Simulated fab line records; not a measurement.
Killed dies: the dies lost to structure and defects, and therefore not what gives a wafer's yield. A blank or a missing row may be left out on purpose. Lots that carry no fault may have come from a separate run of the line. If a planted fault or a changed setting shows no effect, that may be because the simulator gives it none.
Which tool did it? | flow n5_finfet | 72 wafers from 24 lots sampled at 6 of the route's 1938 steps

== WHAT THE GAUGES SHOWED, per wafer ==
N5_DUMMY_REMOVAL_INSPECT_06: inspects for defects (brightfield).
lot  | measured    | on                | raw_defect_count
L074 | day 3 22:24 | defect_inspect-01 | 10 17 14
L075 | day 4 06:52 | defect_inspect-01 | 13 15 11
L076 | day 4 15:11 | defect_inspect-01 | 11 12 11
L077 | day 4 21:55 | defect_inspect-01 | 14 23 12
L078 | day 4 22:55 | defect_inspect-01 | 8 4 7
L079 | day 5 05:44 | defect_inspect-01 | 12 8 9
L080 | day 5 11:17 | defect_inspect-01 | 13 12 15
L081 | day 5 20:52 | defect_inspect-01 | 24 9 17
L082 | day 6 03:08 | defect_inspect-02 | 13 10 11
L083 | day 6 09:32 | defect_inspect-02 | 11 28 27
L084 | day 6 12:49 | defect_inspect-02 | 12 8 18
L085 | day 6 20:25 | defect_inspect-01 | 7 5 14
L086 | day 6 23:34 | defect_inspect-02 | 27 15 12
L087 | day 7 06:43 | defect_inspect-01 | 21 12 21
L088 | day 7 11:32 | defect_inspect-01 | 15 6 13
L089 | day 7 16:06 | defect_inspect-02 | 23 8 23
L090 | day 7 22:47 | defect_inspect-02 | 16 6 16
L091 | day 8 03:22 | defect_inspect-02 | 16 5 7
L092 | day 8 10:37 | defect_inspect-02 | 9 12 11
L093 | day 8 16:22 | defect_inspect-01 | 14 15 17
L094 | day 9 00:50 | defect_inspect-02 | 12 13 10
L095 | day 9 03:28 | defect_inspect-02 | 8 14 9
L096 | day 9 09:47 | defect_inspect-01 | 9 9 17
L097 | day 9 14:59 | defect_inspect-01 | 11 20 9

N5_GATE_CUT_CD_MEAS_13: the cd target is 20 nm.
lot  | measured     | on        | cd_nm (nm)
L074 | day 4 11:43  | cd_sem-01 | 20.00 19.42 19.64
L075 | day 4 21:01  | cd_sem-02 | 19.59 19.44 19.83
L076 | day 5 04:38  | cd_sem-01 | 20.09 19.79 19.74
L077 | day 5 11:35  | cd_sem-03 | 20.17 19.95 20.18
L078 | day 5 12:59  | cd_sem-03 | 20.27 20.13 20.35
L079 | day 5 19:05  | cd_sem-01 | 19.85 20.42 19.95
L080 | day 6 00:49  | cd_sem-02 | 19.45 19.99 19.80
L081 | day 6 10:07  | cd_sem-01 | 19.84 19.62 19.97
L082 | day 6 16:20  | cd_sem-03 | 20.27 20.08 20.56
L083 | day 6 23:25  | cd_sem-02 | 20.19 20.39 20.41
L084 | day 7 01:49  | cd_sem-02 | 20.23 19.87 20.10
L085 | day 7 10:05  | cd_sem-03 | 20.01 19.30 19.94
L086 | day 7 12:36  | cd_sem-01 | 19.58 20.17 20.36
L087 | day 7 20:36  | cd_sem-03 | 19.79 19.92 19.97
L088 | day 8 01:35  | cd_sem-01 | 19.88 20.16 20.08
L089 | day 8 05:04  | cd_sem-02 | 20.27 20.26 20.43
L090 | day 8 11:42  | cd_sem-03 | 20.39 19.76 20.09
L091 | day 8 17:20  | cd_sem-02 | 20.20 19.70 19.84
L092 | day 8 23:40  | cd_sem-03 | 20.38 19.86 20.22
L093 | day 9 05:12  | cd_sem-01 | 19.93 19.91 20.41
L094 | day 9 13:47  | cd_sem-02 | 20.11 20.28 19.86
L095 | day 9 16:32  | cd_sem-01 | 19.88 20.22 20.05
L096 | day 9 22:27  | cd_sem-02 | 20.05 19.52 19.81
L097 | day 10 03:46 | cd_sem-03 | 20.10 20.12 20.16

N5_GATE_CUT_INSPECT_15: inspects for defects (brightfield).
lot  | measured     | on                | raw_defect_count
L074 | day 4 11:49  | defect_inspect-01 | 91 99 114
L075 | day 4 21:07  | defect_inspect-01 | 114 121 88
L076 | day 5 04:44  | defect_inspect-01 | 124 104 105
L077 | day 5 11:41  | defect_inspect-01 | 121 114 81
L078 | day 5 13:04  | defect_inspect-01 | 128 129 190
L079 | day 5 19:10  | defect_inspect-02 | 97 114 104
L080 | day 6 00:55  | defect_inspect-02 | 94 112 91
L081 | day 6 10:13  | defect_inspect-01 | 134 136 142
L082 | day 6 16:26  | defect_inspect-01 | 133 165 113
L083 | day 6 23:30  | defect_inspect-01 | 98 129 82
L084 | day 7 01:55  | defect_inspect-01 | 124 109 126
L085 | day 7 10:10  | defect_inspect-02 | 171 157 192
L086 | day 7 12:41  | defect_inspect-02 | 112 135 100
L087 | day 7 20:41  | defect_inspect-01 | 136 199 163
L088 | day 8 01:41  | defect_inspect-02 | 191 141 133
L089 | day 8 05:10  | defect_inspect-02 | 77 119 108
L090 | day 8 11:47  | defect_inspect-02 | 141 91 65
L091 | day 8 17:26  | defect_inspect-01 | 186 208 121
L092 | day 8 23:45  | defect_inspect-02 | 135 133 188
L093 | day 9 05:17  | defect_inspect-02 | 130 103 108
L094 | day 9 13:52  | defect_inspect-01 | 92 93 171
L095 | day 9 16:37  | defect_inspect-01 | 105 64 65
L096 | day 9 22:32  | defect_inspect-01 | 104 108 80
L097 | day 10 03:51 | defect_inspect-01 | 77 187 83

== EACH LOT AND THE TOOL THAT RAN IT (in order: tool; ch and the chambers of the sampled wafers; start) ==
lot  | N5_HKMG_FIN_ALD_75              | N5_HKMG_FIN_ALD_21                 | N5_GATE_CUT_HM_DEP_46
L074 | ald_hk-03 ch 1,2,3, day 3 23:25 | ald_metal-01 ch 0,2,3, day 4 06:46 | pecvd-02 ch 0,2, day 4 11:16
L075 | ald_hk-03 ch 1,3, day 4 07:56   | ald_metal-02 ch 0,2, day 4 15:53   | pecvd-03 ch 1,2, day 4 20:41
L076 | ald_hk-01 ch 1,2, day 4 16:08   | ald_metal-02 ch 2,3, day 4 23:20   | pecvd-02 ch 0,1,2, day 5 04:10
L077 | ald_hk-02 ch 0,1,3, day 4 22:52 | ald_metal-02 ch 0,2, day 5 06:29   | pecvd-03 ch 0,1, day 5 11:07
L078 | ald_hk-03 ch 0,2,3, day 4 23:56 | ald_metal-04 ch 0,1,2, day 5 07:12 | pecvd-02 ch 1,2, day 5 12:38
L079 | ald_hk-02 ch 1,2,3, day 5 06:45 | ald_metal-04 ch 0,3, day 5 14:14   | pecvd-02 ch 0,1,2, day 5 18:44
L080 | ald_hk-03 ch 0,1,2, day 5 12:08 | ald_metal-01 ch 0,1, day 5 19:49   | pecvd-03 ch 0,2, day 6 00:29
L081 | ald_hk-01 ch 1,2, day 5 21:49   | ald_metal-04 ch 1,2, day 6 04:53   | pecvd-03 ch 0,1,2, day 6 09:47
L082 | ald_hk-02 ch 0,2,3, day 6 04:14 | ald_metal-02 ch 0,1,2, day 6 11:23 | pecvd-02 ch 0,2, day 6 15:53
L083 | ald_hk-02 ch 0,3, day 6 10:45   | ald_metal-04 ch 0,1,3, day 6 18:06 | pecvd-02 ch 0,2, day 6 22:57
L084 | ald_hk-02 ch 2,3, day 6 13:41   | ald_metal-01 ch 0,1,3, day 6 20:47 | pecvd-02 ch 0,1,2, day 7 01:22
L085 | ald_hk-02 ch 0,2,3, day 6 21:16 | ald_metal-02 ch 0,2,3, day 7 04:39 | pecvd-03 ch 1,2, day 7 09:45
L086 | ald_hk-02 ch 1,2,3, day 7 00:27 | ald_metal-04 ch 0,1,3, day 7 07:33 | pecvd-03 ch 1,2, day 7 12:08
L087 | ald_hk-01 ch 0,1, day 7 07:43   | ald_metal-04 ch 1,3, day 7 15:37   | pecvd-02 ch 1,2, day 7 20:08
L088 | ald_hk-02 ch 0,2,3, day 7 12:23 | ald_metal-01 ch 1,2, day 7 19:44   | pecvd-02 ch 0,2, day 8 01:15
L089 | ald_hk-03 ch 0,1,2, day 7 16:56 | ald_metal-01 ch 1,2,3, day 8 00:07 | pecvd-04 ch 0,1, day 8 04:43
L090 | ald_hk-02 ch 1,3, day 7 23:37   | ald_metal-04 ch 0,1, day 8 06:49   | pecvd-04 ch 0,1, day 8 11:21
L091 | ald_hk-03 ch 1,2,3, day 8 04:26 | ald_metal-01 ch 1,3, day 8 11:32   | pecvd-04 ch 0,1, day 8 16:53
L092 | ald_hk-03 ch 0,1,3, day 8 11:28 | ald_metal-02 ch 1,3, day 8 18:41   | pecvd-03 ch 0,1, day 8 23:20
L093 | ald_hk-01 ch 0,1,3, day 8 17:11 | ald_metal-02 ch 1,2, day 9 00:20   | pecvd-04 ch 1,2, day 9 04:52
L094 | ald_hk-01 ch 0,1,3, day 9 01:43 | ald_metal-04 ch 1,3, day 9 08:52   | pecvd-03 ch 0,1, day 9 13:27
L095 | ald_hk-01 ch 0,2,3, day 9 04:22 | ald_metal-04 ch 0,1,2, day 9 11:35 | pecvd-03 ch 0,1,2, day 9 16:04
L096 | ald_hk-01 ch 0,2,3, day 9 10:37 | ald_metal-01 ch 1,2,3, day 9 17:38 | pecvd-03 ch 1,2, day 9 22:07
L097 | ald_hk-01 ch 1,2, day 9 15:50   | ald_metal-04 ch 0,1,2, day 9 22:49 | pecvd-02 ch 0,2, day 10 03:18
- N5_HKMG_FIN_ALD_75: deposits Al2O3, target thk 1 nm, co reactant pulse time 1 s.
- N5_HKMG_FIN_ALD_21: deposits TiN, target thk 1.5 nm, pulse time 1 s, purge time 3 s.
- N5_GATE_CUT_HM_DEP_46: deposits SiO2 from TEOS/O2, target thk 130 nm, time 26.6 s.

== AS READ BY THE TOOLS THEMSELVES (means over the sampled wafers that have a number; for cases with no such wafer, the mark the record gives instead) ==
N5_HKMG_FIN_ALD_75.
lot  | tool      | heater_power_outer_w (W) | heater_power_w (W) | precursor_pulse_height_rel
L074 | ald_hk-03 | 83                       | 159                | 1.009
L075 | ald_hk-03 | 84                       | 158                | 0.991
L076 | ald_hk-01 | 80                       | 150                | 0.995
L077 | ald_hk-02 | 78                       | 150                | 0.996
L078 | ald_hk-03 | 81                       | 155                | 1.017
L079 | ald_hk-02 | 78                       | 153                | 1.010
L080 | ald_hk-03 | 89                       | 167                | 0.986
L081 | ald_hk-01 | 81                       | 149                | 1.002
L082 | ald_hk-02 | 80                       | 152                | 1.004
L083 | ald_hk-02 | 79                       | 148                | 0.997
L084 | ald_hk-02 | 80                       | 154                | 0.998
L085 | ald_hk-02 | 80                       | 153                | 0.994
L086 | ald_hk-02 | 79                       | 152                | 1.014
L087 | ald_hk-01 | 85                       | 154                | 0.989
L088 | ald_hk-02 | 80                       | 150                | 1.002
L089 | ald_hk-03 | 90                       | 168                | 0.997
L090 | ald_hk-02 | 78                       | 151                | 1.014
L091 | ald_hk-03 | 83                       | 157                | 0.999
L092 | ald_hk-03 | 82                       | 157                | 0.974
L093 | ald_hk-01 | 84                       | 158                | 1.014
L094 | ald_hk-01 | 85                       | 161                | 1.012
L095 | ald_hk-01 | 81                       | 152                | 0.977
L096 | ald_hk-01 | 80                       | 149                | 0.999
L097 | ald_hk-01 | 85                       | 156                | 0.985

N5_HKMG_FIN_ALD_21.
lot  | tool         | heater_power_outer_w (W) | heater_power_w (W) | precursor_pulse_height_rel
L074 | ald_metal-01 | 519                      | 857                | 0.987
L075 | ald_metal-02 | 606                      | 989                | 1.008
L076 | ald_metal-02 | 545                      | 859                | 0.989
L077 | ald_metal-02 | 605                      | 983                | 1.023
L078 | ald_metal-04 | 525                      | 872                | 0.992
L079 | ald_metal-04 | 581                      | 983                | 0.999
L080 | ald_metal-01 | 500                      | 808                | 1.008
L081 | ald_metal-04 | 469                      | 791                | 1.017
L082 | ald_metal-02 | 560                      | 898                | 0.978
L083 | ald_metal-04 | 545                      | 915                | 0.994
L084 | ald_metal-01 | 531                      | 858                | 1.018
L085 | ald_metal-02 | 570                      | 925                | 1.002
L086 | ald_metal-04 | 538                      | 901                | 1.002
L087 | ald_metal-04 | 494                      | 842                | 0.992
L088 | ald_metal-01 | 462                      | 757                | 0.998
L089 | ald_metal-01 | 498                      | 832                | 0.998
L090 | ald_metal-04 | 521                      | 884                | 1.001
L091 | ald_metal-01 | 553                      | 907                | 1.002
L092 | ald_metal-02 | 544                      | 881                | 1.001
L093 | ald_metal-02 | 523                      | 820                | 0.988
L094 | ald_metal-04 | 511                      | 868                | 1.016
L095 | ald_metal-04 | 522                      | 871                | 0.974
L096 | ald_metal-01 | 498                      | 843                | 0.993
L097 | ald_metal-04 | 517                      | 868                | 0.982

N5_GATE_CUT_HM_DEP_46.
lot  | tool     | heater_power_outer_w (W) | heater_power_w (W) | showerhead_plenum_p_Torr (Torr) | throttle_valve_pct (%)
L074 | pecvd-02 | 390                      | 672                | 8.32                            | 19.3
L075 | pecvd-03 | 255                      | 516                | 8.34                            | 17.3
L076 | pecvd-02 | 365                      | 654                | 8.35                            | 18.8
L077 | pecvd-03 | 265                      | 504                | 8.34                            | 19.3
L078 | pecvd-02 | 329                      | 619                | 8.34                            | 18.6
L079 | pecvd-02 | 383                      | 684                | 8.33                            | 18.9
L080 | pecvd-03 | 308                      | 547                | 8.34                            | 18.6
L081 | pecvd-03 | 300                      | 562                | 8.33                            | 18.0
L082 | pecvd-02 | 332                      | 644                | 8.30                            | 19.0
L083 | pecvd-02 | 316                      | 621                | 8.30                            | 19.0
L084 | pecvd-02 | 387                      | 673                | 8.34                            | 18.9
L085 | pecvd-03 | 293                      | 552                | 8.35                            | 17.0
L086 | pecvd-03 | 299                      | 560                | 8.35                            | 17.0
L087 | pecvd-02 | 344                      | 642                | 8.35                            | 18.6
L088 | pecvd-02 | 367                      | 688                | 8.29                            | 19.1
L089 | pecvd-04 | 215                      | 398                | 8.36                            | 18.8
L090 | pecvd-04 | 301                      | 547                | 8.37                            | 18.3
L091 | pecvd-04 | 275                      | 478                | 8.35                            | 19.0
L092 | pecvd-03 | 312                      | 563                | 8.33                            | 19.2
L093 | pecvd-04 | 311                      | 569                | 8.35                            | 17.8
L094 | pecvd-03 | 287                      | 548                | 8.33                            | 18.7
L095 | pecvd-03 | 326                      | 586                | 8.34                            | 18.3
L096 | pecvd-03 | 275                      | 535                | 8.34                            | 17.2
L097 | pecvd-02 | 429                      | 732                | 8.34                            | 19.2

== THE ANSWER, worked out from the rows above alone ==
Rule: the usual values come from the lots themselves. The widest of any qualifying gaps counts: lots, ordered by their means at a reading, are off when they make up no more than a third of the lots, leave a main group of 4 or more, and stand apart from it by 3 or more times the standard deviation of that group's means. Not used: any main group whose means are identical at the precision the tables above print for the reading. Also off: a lot with no number at a reading for which 4 or more lots have one. The other lots that the step has rows for count as sound. Order of review: gauges by route order, followed by the tools' own readings, for which a lot's mean as printed above is used. At the first step where some lot is off, the reading lying furthest off is the one used; lots without a number count as furthest.
None of the lots is off at any reading shown; this tells nothing.

== WHAT WAS PUT IN BY THE SIMULATOR ==
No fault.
